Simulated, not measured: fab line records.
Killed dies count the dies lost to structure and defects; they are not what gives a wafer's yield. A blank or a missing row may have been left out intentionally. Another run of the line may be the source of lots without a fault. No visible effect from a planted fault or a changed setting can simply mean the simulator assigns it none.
Lot-split experiment + flow n5 finfet + 21 wafers read from 7 lots, route of 1938 steps

## SPLIT DETAILS
At N5_BEOL_M9_PECVD_70 (deposits SiO2 from TEOS/O2, target thk 20 nm, time 22.7 s), the setting time s was moved away from the recipe's 22.7 s on 5 of the 21 wafers read, by -13.0% to +12.6%. This setting was run at the recipe's value on the other wafers.

Reading taken at the split's own step.

## THE READING
SiO2_of_BEOL_M9_PECVD_70.thk nm (the simulator's own value, which no gauge read), in nm, at N5_BEOL_M9_PECVD_70 (deposits SiO2 from TEOS/O2, target thk 20 nm, time 22.7 s). The file gives no usual value for it. Across the 16 wafers here that went through the recipe, the average is 19.9 nm and the standard deviation 0.28 nm.

| wafer  | tool, chamber at the split | time s as run, s | against the recipe | SiO2_of_BEOL_M9_PECVD_70.thk nm, nm | against lot-mates on the recipe |
|--------|----------------------------|------------------|--------------------|-------------------------------------|---------------------------------|
| L083.1 | pecvd-02, 2                | 19.75            | -13.0%             | 17                                  | -2.8                            |
| L083.3 | pecvd-02, 0,2              | 22.7             | recipe             | 19.8                                | -                               |
| L083.6 | pecvd-02, 0,2              | 22.7             | recipe             | 19.8                                | -                               |
| L085.1 | pecvd-02, 1                | 25.55            | +12.6%             | 22.2                                | +2.1                            |
| L085.5 | pecvd-02, 1                | 22.7             | recipe             | 20.2                                | -                               |
| L085.6 | pecvd-02, 2                | 22.7             | recipe             | 20                                  | -                               |
| L086.2 | pecvd-02, 0,2              | 22.7             | recipe             | 19.8                                | -                               |
| L086.6 | pecvd-02, 0,2              | 22.7             | recipe             | 19.8                                | -                               |
| L086.4 | pecvd-02, 0                | 23.85            | +5.1%              | 21.2                                | +1.4                            |
| L089.1 | pecvd-03, 2,0              | 22.7             | recipe             | 19.6                                | -                               |
| L089.3 | pecvd-03, 2,0              | 22.7             | recipe             | 19.6                                | -                               |
| L089.5 | pecvd-03, 0                | 22.7             | recipe             | 20                                  | -                               |
| L093.1 | pecvd-03, 2                | 22.7             | recipe             | 20.2                                | -                               |
| L093.4 | pecvd-03, 2                | 22.7             | recipe             | 20.2                                | -                               |
| L093.6 | pecvd-03, 0                | 22.7             | recipe             | 20.4                                | -                               |
| L079.1 | pecvd-02, 0                | 22.7             | recipe             | 19.6                                | -                               |
| L079.2 | pecvd-02, 2                | 22.7             | recipe             | 19.4                                | -                               |
| L079.3 | pecvd-02, 0                | 22.7             | recipe             | 20.2                                | -                               |
| L096.1 | pecvd-02, 2                | 20.22            | -10.9%             | 17.8                                | -2.4                            |
| L096.3 | pecvd-02, 2                | 20.22            | -10.9%             | 17.8                                | -2.4                            |
| L096.5 | pecvd-02, 2                | 22.7             | recipe             | 20.2                                | -                               |
Where a row lists several chambers, the file gives one row for several wafers and doesn't say which wafer went through which chamber.

THE FIT
A straight line over all 21 wafers: SiO2_of_BEOL_M9_PECVD_70.thk nm changes by +0.202 nm for each +1% of time s; r = +0.97; the points scatter about the line by 0.28 nm.
The same after taking each lot's own level away (the mean of its wafers on the recipe; 21 wafers): +0.206 nm for each +1%; r = +0.98; scatter 0.22 nm.
That fit puts the effect of the largest move of time s on the reading at 2.7 nm.
From 19.73 to 20.27 nm: that is the span of the lots' own levels, equal to 1.9 times the standard deviation above.
Hence the lot-to-lot level has little effect on the slope; both slopes agree.
Check: for one of the wafers moved furthest among these (-13.0%), held out of the fit, the line's prediction against its lot-mates is -2.66 nm. It came out at -2.8 nm against them.

## OTHER SPLITS APPLIED TO THESE WAFERS
Before the reading, these wafers also passed through other splits. Each is held against what the fit with the lots' levels taken away leaves over:
| other split on the same wafers   | wafers away from the commonest value | r with SiO2_of_BEOL_M9_PECVD_70.thk nm (lot level and that fit taken away) |
|----------------------------------|--------------------------------------|----------------------------------------------------------------------------|
| N5_BEOL_M5_EXPOSE_25 dose mj     | 10                                   | -0.48                                                                      |
| N5_BEOL_M5_ETCH_68 time s        | 7                                    | -0.02                                                                      |
| N5_BEOL_M6_ETCH_66 bias w        | 3                                    | +0.11                                                                      |
| N5_BEOL_M6_TRENCH_ETCH_37 time s | 6                                    | +0.43                                                                      |
| N5_BEOL_M7_ETCH_41 source w      | 4                                    | +0.00                                                                      |

## FILE'S OWN FIT
SiO2_of_BEOL_M9_PECVD_70.thk nm changes by +0.204 nm for each +1% of time s, r = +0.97.
